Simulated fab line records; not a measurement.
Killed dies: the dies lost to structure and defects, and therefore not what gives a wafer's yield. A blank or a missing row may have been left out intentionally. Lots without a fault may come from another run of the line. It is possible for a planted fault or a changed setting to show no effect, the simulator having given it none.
Matching of chambers || flow nandHarc || NHARC_A_STAIRCASE_DESCUM_312 on rieDiel-11 has 4 sister chambers
The step chemistry O2, time 3 s. 20 wafers are shown with their chamber, then 10 later ones without.

WAFERS, EACH WITH ITS CHAMBER
{"wafer": "L075.1", "chamber": 1, "drypumpMotorCurrentA (A)": 6.1, "showerheadPlenumPTorr (Torr)": 1.77, "rfVppV (V)": 58.3}
{"wafer": "L075.4", "chamber": 2, "drypumpMotorCurrentA (A)": 5.4, "showerheadPlenumPTorr (Torr)": 2.06, "rfVppV (V)": 58.6}
{"wafer": "L075.6", "chamber": 3, "drypumpMotorCurrentA (A)": 5.8, "showerheadPlenumPTorr (Torr)": 1.87, "rfVppV (V)": 58.7}
{"wafer": "L079.3", "chamber": 3, "drypumpMotorCurrentA (A)": 5.9, "showerheadPlenumPTorr (Torr)": 1.87, "rfVppV (V)": 57.3}
{"wafer": "L079.4", "chamber": 0, "drypumpMotorCurrentA (A)": 6.3, "showerheadPlenumPTorr (Torr)": 2.03, "rfVppV (V)": 58.7}
{"wafer": "L079.5", "chamber": 3, "drypumpMotorCurrentA (A)": 5.9, "showerheadPlenumPTorr (Torr)": 1.87, "rfVppV (V)": 56.5}
{"wafer": "L082.2", "chamber": 3, "drypumpMotorCurrentA (A)": 5.8, "showerheadPlenumPTorr (Torr)": 1.86, "rfVppV (V)": 56.4}
{"wafer": "L082.5", "chamber": 0, "drypumpMotorCurrentA (A)": 6.2, "showerheadPlenumPTorr (Torr)": 2.03, "rfVppV (V)": 58.6}
{"wafer": "L082.6", "chamber": 1, "drypumpMotorCurrentA (A)": 6.1, "showerheadPlenumPTorr (Torr)": 2.07, "rfVppV (V)": 59.8}
{"wafer": "L084.1", "chamber": 1, "drypumpMotorCurrentA (A)": 6.1, "showerheadPlenumPTorr (Torr)": 2.07, "rfVppV (V)": 60.7}
{"wafer": "L084.3", "chamber": 2, "drypumpMotorCurrentA (A)": 5.5, "showerheadPlenumPTorr (Torr)": 2.05, "rfVppV (V)": 58.4}
{"wafer": "L084.6", "chamber": 3, "drypumpMotorCurrentA (A)": 5.9, "showerheadPlenumPTorr (Torr)": 1.86, "rfVppV (V)": 57.2}
{"wafer": "L086.3", "chamber": 1, "drypumpMotorCurrentA (A)": 6.1, "showerheadPlenumPTorr (Torr)": 2.07, "rfVppV (V)": 58.0}
{"wafer": "L086.4", "chamber": 2, "drypumpMotorCurrentA (A)": 5.5, "showerheadPlenumPTorr (Torr)": 2.05, "rfVppV (V)": 58.9}
{"wafer": "L086.6", "chamber": 0, "drypumpMotorCurrentA (A)": 6.2, "showerheadPlenumPTorr (Torr)": 2.02, "rfVppV (V)": 59.7}
{"wafer": "L088.1", "chamber": 0, "drypumpMotorCurrentA (A)": 6.2, "showerheadPlenumPTorr (Torr)": 2.02, "rfVppV (V)": 57.8}
{"wafer": "L088.4", "chamber": 3, "drypumpMotorCurrentA (A)": 5.8, "showerheadPlenumPTorr (Torr)": 1.86, "rfVppV (V)": 58.5}
{"wafer": "L088.5", "chamber": 3, "drypumpMotorCurrentA (A)": 5.8, "showerheadPlenumPTorr (Torr)": 1.86, "rfVppV (V)": 58.0}
{"wafer": "L093.2", "chamber": 1, "drypumpMotorCurrentA (A)": 6.1, "showerheadPlenumPTorr (Torr)": 2.06, "rfVppV (V)": 59.0}
{"wafer": "L093.3", "chamber": 2, "drypumpMotorCurrentA (A)": 5.5, "showerheadPlenumPTorr (Torr)": 2.04, "rfVppV (V)": 59.2}

SIGNATURES, as means of the wafers listed above
{"reading": "drypumpMotorCurrentA", "chamber 0": 6.225, "chamber 1": 6.100, "chamber 2": 5.475, "chamber 3": 5.843, "scatter within a chamber": 0.0448}
{"reading": "showerheadPlenumPTorr", "chamber 0": 2.0250, "chamber 1": 2.0080, "chamber 2": 2.0500, "chamber 3": 1.8643, "scatter within a chamber": 0.0668}
{"reading": "rfVppV", "chamber 0": 58.700, "chamber 1": 59.160, "chamber 2": 58.775, "chamber 3": 57.514, "scatter within a chamber": 0.87}
Rule: for each reading, subtract the chamber's mean from the wafer's reading, divide by that reading's scatter and square the result; add these up over the readings and take the root, which gives the wafer's distance from the chamber. If the next closest chamber is less than 2 further off than the closest, the wafer can't be placed; otherwise it belongs to the closest. The scatter is the square root of a quotient: the sum, over the shown wafers, of each reading's squared deviation from its chamber's mean, divided by wafers minus chambers.

WAFERS WHOSE CHAMBER IS MISSING
{"wafer": "L093.5", "drypumpMotorCurrentA (A)": 6.2, "showerheadPlenumPTorr (Torr)": 2.02, "rfVppV (V)": 58.5}
{"wafer": "L091.2", "drypumpMotorCurrentA (A)": 5.9, "showerheadPlenumPTorr (Torr)": 1.86, "rfVppV (V)": 58.1}
{"wafer": "L091.5", "drypumpMotorCurrentA (A)": 5.9, "showerheadPlenumPTorr (Torr)": 1.86, "rfVppV (V)": 57.0}
{"wafer": "L091.6", "drypumpMotorCurrentA (A)": 5.5, "showerheadPlenumPTorr (Torr)": 2.04, "rfVppV (V)": 58.9}
{"wafer": "L094.1", "drypumpMotorCurrentA (A)": 6.1, "showerheadPlenumPTorr (Torr)": 2.06, "rfVppV (V)": 58.5}
{"wafer": "L094.4", "drypumpMotorCurrentA (A)": 5.5, "showerheadPlenumPTorr (Torr)": 2.04, "rfVppV (V)": 59.0}
{"wafer": "L094.5", "drypumpMotorCurrentA (A)": 6.1, "showerheadPlenumPTorr (Torr)": 2.06, "rfVppV (V)": 59.6}
{"wafer": "L096.1", "drypumpMotorCurrentA (A)": 5.9, "showerheadPlenumPTorr (Torr)": 1.85, "rfVppV (V)": 57.8}
{"wafer": "L096.5", "drypumpMotorCurrentA (A)": 5.5, "showerheadPlenumPTorr (Torr)": 2.04, "rfVppV (V)": 58.0}
{"wafer": "L096.6", "drypumpMotorCurrentA (A)": 6.1, "showerheadPlenumPTorr (Torr)": 2.06, "rfVppV (V)": 58.4}

THE CHAMBER EACH PASSED THROUGH
{"wafer": "L093.5", "from the rows above": "can't be placed: 0 or 1", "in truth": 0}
{"wafer": "L091.2", "from the rows above": 3, "in truth": 3}
{"wafer": "L091.5", "from the rows above": 3, "in truth": 3}
{"wafer": "L091.6", "from the rows above": 2, "in truth": 2}
{"wafer": "L094.1", "from the rows above": "can't be placed: 1 or 0", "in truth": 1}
{"wafer": "L094.4", "from the rows above": 2, "in truth": 2}
{"wafer": "L094.5", "from the rows above": 1, "in truth": 1}
{"wafer": "L096.1", "from the rows above": 3, "in truth": 3}
{"wafer": "L096.5", "from the rows above": 2, "in truth": 2}
{"wafer": "L096.6", "from the rows above": "can't be placed: 1 or 0", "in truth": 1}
Correctly placed: 7 of 10. Can't be placed from these rows: 3 (the true chamber is among the candidates in 3). Number placed wrongly: 0.
